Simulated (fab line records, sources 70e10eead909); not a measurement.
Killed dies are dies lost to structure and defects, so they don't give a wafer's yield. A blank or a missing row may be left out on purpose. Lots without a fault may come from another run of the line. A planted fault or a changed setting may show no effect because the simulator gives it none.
Which tool did it? | flow nand_harc | 24 lots, 72 wafers sampled, at 4 steps of a route of 1302

WHAT THE GAUGES READ, wafer by wafer
NHARC_P_CONTACT_CD_MEAS_19.
lot  | measured     | on        | cd_nm (nm)
L074 | day 5 20:58  | cd_sem-01 | 90.9 89.3 89.4
L075 | day 6 10:41  | cd_sem-03 | 89.0 88.2 94.3
L076 | day 6 22:36  | cd_sem-03 | 90.5 90.3 91.0
L077 | day 7 06:12  | cd_sem-01 | 87.5 89.2 89.2
L079 | day 8 00:32  | cd_sem-02 | 91.2 89.8 90.3
L078 | day 8 00:52  | cd_sem-03 | 87.8 90.9 87.8
L080 | day 8 18:17  | cd_sem-02 | 91.4 90.4 86.4
L081 | day 8 23:55  | cd_sem-03 | 86.0 88.9 91.6
L082 | day 9 06:40  | cd_sem-02 | 88.9 88.5 89.0
L083 | day 9 16:47  | cd_sem-02 | 92.6 90.1 93.3
L084 | day 10 10:46 | cd_sem-02 | 86.9 89.2 90.6
L085 | day 10 16:07 | cd_sem-02 | 93.5 91.4 93.4
L086 | day 10 19:55 | cd_sem-03 | 90.6 87.5 87.4
L087 | day 11 03:11 | cd_sem-03 | 89.7 92.3 90.5
L089 | day 11 23:07 | cd_sem-02 | 91.0 91.9 89.1
L088 | day 11 23:21 | cd_sem-02 | 88.4 89.1 88.0
L090 | day 12 14:55 | cd_sem-02 | 88.8 90.0 88.8
L091 | day 12 19:40 | cd_sem-01 | 88.4 88.6 88.2
L092 | day 13 16:01 | cd_sem-01 | 90.1 90.3 90.1
L093 | day 13 16:50 | cd_sem-02 | 88.1 90.5 91.1
L094 | day 14 06:40 | cd_sem-02 | 89.9 90.5 92.7
L095 | day 14 19:44 | cd_sem-03 | 91.7 90.6 88.8
L096 | day 15 04:44 | cd_sem-02 | 94.1 91.2 90.5
L097 | day 15 12:40 | cd_sem-01 | 90.7 91.4 91.1

WHICH TOOL RAN EACH LOT (tool, then ch and the chambers of the sampled wafers, then the start)
lot  | NHARC_P_GATE_RTA_82              | NHARC_P_CONTACT_ETCH_36                       | NHARC_P_CONTACT_ETCH_18
L074 | rtp_anneal-01 ch 0, day 5 17:47  | rie_diel-10 ch 0,1,2, day 5 20:58 or earlier  | rie_diel-10 ch 0,2, day 5 20:58 or earlier
L075 | rtp_anneal-02 ch 0, day 6 07:44  | rie_diel-01 ch 0,1,3, day 6 10:41 or earlier  | rie_diel-01 ch 0,1,3, day 6 10:41 or earlier
L076 | rtp_anneal-01 ch 0, day 6 18:02  | rie_diel-07 ch 0,3, day 6 22:36 or earlier    | rie_diel-07 ch 1,2,3, day 6 22:36 or earlier
L077 | rtp_anneal-01 ch 0, day 7 03:17  | rie_diel-01 ch 0,1,3, day 7 06:12 or earlier  | rie_diel-01 ch 1,3, day 7 06:12 or earlier
L079 | rtp_anneal-01 ch 0, day 7 21:32  | rie_diel-10 ch 0,2, day 8 00:32 or earlier    | rie_diel-10 ch 0,2, day 8 00:32 or earlier
L078 | rtp_anneal-02 ch 0, day 7 21:53  | rie_diel-01 ch 0,3, day 8 00:52 or earlier    | rie_diel-01 ch 0,1,3, day 8 00:52 or earlier
L080 | rtp_anneal-01 ch 0, day 8 15:16  | rie_diel-07 ch 0,2,3, day 8 18:17 or earlier  | rie_diel-07 ch 0,2, day 8 18:17 or earlier
L081 | rtp_anneal-01 ch 0, day 8 21:03  | rie_diel-10 ch 1,2,3, day 8 23:55 or earlier  | rie_diel-10 ch 0,1,3, day 8 23:55 or earlier
L082 | rtp_anneal-01 ch 0, day 9 03:55  | rie_diel-01 ch 0,1,3, day 9 06:40 or earlier  | rie_diel-01 ch 1,2,3, day 9 06:40 or earlier
L083 | rtp_anneal-02 ch 0, day 9 14:06  | rie_diel-07 ch 1,2, day 9 16:47 or earlier    | rie_diel-07 ch 0,1,3, day 9 16:47 or earlier
L084 | rtp_anneal-02 ch 0, day 10 07:49 | rie_diel-10 ch 1,2,3, day 10 10:46 or earlier | rie_diel-10 ch 1,2,3, day 10 10:46 or earlier
L085 | rtp_anneal-02 ch 0, day 10 13:15 | rie_diel-07 ch 0,1, day 10 16:07 or earlier   | rie_diel-07 ch 1,2, day 10 16:07 or earlier
L086 | rtp_anneal-01 ch 0, day 10 17:11 | rie_diel-01 ch 2,3, day 10 19:55 or earlier   | rie_diel-01 ch 0,1, day 10 19:55 or earlier
L087 | rtp_anneal-02 ch 0, day 11 00:24 | rie_diel-07 ch 0,1,2, day 11 03:11 or earlier | rie_diel-07 ch 1,2,3, day 11 03:11 or earlier
L089 | rtp_anneal-02 ch 0, day 11 20:16 | rie_diel-10 ch 0,1,3, day 11 23:07 or earlier | rie_diel-10 ch 0,1,3, day 11 23:07 or earlier
L088 | rtp_anneal-01 ch 0, day 11 20:31 | rie_diel-01 ch 2,3, day 11 23:21 or earlier   | rie_diel-01 ch 0,2,3, day 11 23:21 or earlier
L090 | rtp_anneal-02 ch 0, day 12 12:00 | rie_diel-01 ch 1,3, day 12 14:55 or earlier   | rie_diel-01 ch 0,2, day 12 14:55 or earlier
L091 | rtp_anneal-02 ch 0, day 12 16:49 | rie_diel-10 ch 1,2,3, day 12 19:40 or earlier | rie_diel-10 ch 0,1, day 12 19:40 or earlier
L092 | rtp_anneal-01 ch 0, day 13 13:10 | rie_diel-10 ch 2,3, day 13 16:01 or earlier   | rie_diel-10 ch 0,1,2, day 13 16:01 or earlier
L093 | rtp_anneal-01 ch 0, day 13 13:56 | rie_diel-07 ch 0,2,3, day 13 16:50 or earlier | rie_diel-07 ch 0,3, day 13 16:50 or earlier
L094 | rtp_anneal-01 ch 0, day 14 03:47 | rie_diel-07 ch 0,1,2, day 14 06:40 or earlier | rie_diel-07 ch 0,1, day 14 06:40 or earlier
L095 | rtp_anneal-02 ch 0, day 14 16:43 | rie_diel-01 ch 2,3, day 14 19:44 or earlier   | rie_diel-01 ch 2,3, day 14 19:44 or earlier
L096 | rtp_anneal-01 ch 0, day 15 01:56 | rie_diel-07 ch 0,3, day 15 04:44 or earlier   | rie_diel-07 ch 1,2,3, day 15 04:44 or earlier
L097 | rtp_anneal-01 ch 0, day 15 09:45 | rie_diel-07 ch 0,3, day 15 12:40 or earlier   | rie_diel-07 ch 0,2,3, day 15 12:40 or earlier
- NHARC_P_GATE_RTA_82: time 30 s.
- NHARC_P_CONTACT_ETCH_36: etches the open film in N2/H2, target depth 260 nm, time 406.25 s.
- NHARC_P_CONTACT_ETCH_18: etches the open film in C4F8/O2/Ar, target depth 481 nm, time 240.5 s.

WHAT THE TOOLS THEMSELVES READ (means of the sampled wafers that have a number; where no wafer has one, the mark that the record gives instead)
NHARC_P_GATE_RTA_82.
lot  | tool          | lamp_power_pct (%) | wafer_temp_C_max
L074 | rtp_anneal-01 | 3.72               | 453.5
L075 | rtp_anneal-02 | 3.64               | 453.0
L076 | rtp_anneal-01 | 3.73               | 454.3
L077 | rtp_anneal-01 | 3.72               | 453.2
L079 | rtp_anneal-01 | 3.72               | 453.3
L078 | rtp_anneal-02 | 3.64               | 453.3
L080 | rtp_anneal-01 | 3.72               | 453.6
L081 | rtp_anneal-01 | 3.73               | 454.4
L082 | rtp_anneal-01 | 3.72               | 453.7
L083 | rtp_anneal-02 | 3.64               | 453.3
L084 | rtp_anneal-02 | 3.64               | 453.1
L085 | rtp_anneal-02 | 3.64               | 453.7
L086 | rtp_anneal-01 | 3.72               | 453.2
L087 | rtp_anneal-02 | 3.64               | 452.9
L089 | rtp_anneal-02 | 3.64               | 453.0
L088 | rtp_anneal-01 | 3.73               | 453.6
L090 | rtp_anneal-02 | 3.64               | 453.5
L091 | rtp_anneal-02 | 3.64               | 453.0
L092 | rtp_anneal-01 | 3.72               | 453.3
L093 | rtp_anneal-01 | 3.73               | 453.6
L094 | rtp_anneal-01 | 3.72               | 453.1
L095 | rtp_anneal-02 | 3.64               | 453.5
L096 | rtp_anneal-01 | 3.72               | 454.1
L097 | rtp_anneal-01 | 3.72               | 453.8

NHARC_P_CONTACT_ETCH_36.
lot  | tool        | chamber_pressure_mTorr (mTorr) | drypump_motor_current_A (A) | oes_product_au (a.u.) | rf_vpp_V (V) | showerhead_plenum_p_Torr (Torr) | throttle_valve_pct (%)
L074 | rie_diel-10 | 29.995                         | 5.6                         | 1.011                 | 431.7        | 2.08                            | 14.170
L075 | rie_diel-01 | 29.992                         | 5.2                         | 0.998                 | 428.1        | 1.96                            | 14.171
L076 | rie_diel-07 | 30.008                         | 5.9                         | 1.000                 | 431.5        | 2.07                            | 14.169
L077 | rie_diel-01 | 29.987                         | 5.2                         | 1.002                 | 428.2        | 1.97                            | 14.175
L079 | rie_diel-10 | 30.001                         | 5.7                         | 1.012                 | 432.9        | 2.14                            | 14.172
L078 | rie_diel-01 | 30.002                         | 5.2                         | 1.001                 | 430.0        | 2.00                            | 14.170
L080 | rie_diel-07 | 30.002                         | 5.9                         | 0.990                 | 429.5        | 2.01                            | 14.167
L081 | rie_diel-10 | 29.972                         | 5.7                         | 0.991                 | 429.5        | 2.02                            | 14.178
L082 | rie_diel-01 | 29.984                         | 5.2                         | 0.997                 | 428.4        | 1.96                            | 14.162
L083 | rie_diel-07 | 30.018                         | 6.2                         | 0.995                 | 430.8        | 2.05                            | 14.172
L084 | rie_diel-10 | 30.009                         | 5.7                         | 0.994                 | 430.1        | 2.02                            | 14.168
L085 | rie_diel-07 | 29.979                         | 6.2                         | 1.001                 | 433.9        | 2.12                            | 14.173
L086 | rie_diel-01 | 29.980                         | 5.6                         | 0.993                 | 430.8        | 2.04                            | 14.169
L087 | rie_diel-07 | 30.006                         | 6.0                         | 0.991                 | 431.3        | 2.07                            | 14.175
L089 | rie_diel-10 | 30.014                         | 5.8                         | 0.999                 | 429.4        | 2.02                            | 14.176
L088 | rie_diel-01 | 30.016                         | 5.6                         | 0.990                 | 430.1        | 2.04                            | 14.169
L090 | rie_diel-01 | 29.961                         | 5.3                         | 1.001                 | 427.8        | 1.94                            | 14.174
L091 | rie_diel-10 | 29.972                         | 5.7                         | 1.000                 | 430.6        | 2.02                            | 14.169
L092 | rie_diel-10 | 30.002                         | 6.1                         | 0.998                 | 430.3        | 2.02                            | 14.183
L093 | rie_diel-07 | 30.001                         | 5.9                         | 1.008                 | 429.5        | 2.01                            | 14.173
L094 | rie_diel-07 | 29.968                         | 6.0                         | 0.999                 | 431.0        | 2.07                            | 14.172
L095 | rie_diel-01 | 29.966                         | 5.4                         | 0.995                 | 430.0        | 2.00                            | 14.164
L096 | rie_diel-07 | 29.975                         | 6.1                         | 0.996                 | 429.8        | 1.99                            | 14.168
L097 | rie_diel-07 | 30.002                         | 5.9                         | 0.998                 | 432.0        | 2.07                            | 14.171

NHARC_P_CONTACT_ETCH_18.
lot  | tool        | chamber_pressure_mTorr (mTorr) | oes_product_au (a.u.) | rf_vpp_V (V)
L074 | rie_diel-10 | 25.020                         | 0.970                 | 984
L075 | rie_diel-01 | 24.979                         | 0.972                 | 974
L076 | rie_diel-07 | 24.983                         | 0.957                 | 976
L077 | rie_diel-01 | 25.005                         | 0.961                 | 971
L079 | rie_diel-10 | 24.994                         | 0.966                 | 984
L078 | rie_diel-01 | 24.985                         | 0.963                 | 974
L080 | rie_diel-07 | 25.013                         | 0.941                 | 977
L081 | rie_diel-10 | 24.996                         | 0.965                 | 977
L082 | rie_diel-01 | 24.977                         | 0.973                 | 975
L083 | rie_diel-07 | 25.006                         | 0.965                 | 979
L084 | rie_diel-10 | 25.001                         | 0.917                 | 976
L085 | rie_diel-07 | 25.010                         | 0.946                 | 976
L086 | rie_diel-01 | 25.008                         | 0.972                 | 972
L087 | rie_diel-07 | 24.987                         | 0.955                 | 975
L089 | rie_diel-10 | 24.986                         | 0.976                 | 978
L088 | rie_diel-01 | 25.000                         | 0.926                 | 977
L090 | rie_diel-01 | 24.987                         | 0.965                 | 978
L091 | rie_diel-10 | 25.011                         | 0.972                 | 976
L092 | rie_diel-10 | 25.008                         | 0.926                 | 980
L093 | rie_diel-07 | 25.002                         | 0.968                 | 980
L094 | rie_diel-07 | 24.995                         | 0.980                 | 982
L095 | rie_diel-01 | 25.020                         | 0.958                 | 978
L096 | rie_diel-07 | 24.999                         | 0.969                 | 974
L097 | rie_diel-07 | 25.019                         | 0.966                 | 976

THE ANSWER, worked out from the rows above alone
Rule: what is usual is taken from the lots themselves. Put in order of their means at a reading, lots are off if they are a third of the lots or fewer, leave a main group of 4 or more, and stand apart from it by a gap of 3 or more times the standard deviation of the main group's means; of several such gaps the widest counts. A main group whose means are all the same, to the digits that the tables above print for the reading, isn't used. A lot without any number at a reading at which 4 lots or more have one is off too. The other lots that the step has rows for count as sound. The gauges are gone through in route order, then the tools' own readings, and for those a lot's mean is taken as printed above. The first step at which some lot is off is used, and at that step the reading that is off furthest; a lot without a number counts as furthest.
No lot is off at any reading shown: from this, nothing can be told.

WHAT THE SIMULATOR HAD PUT IN
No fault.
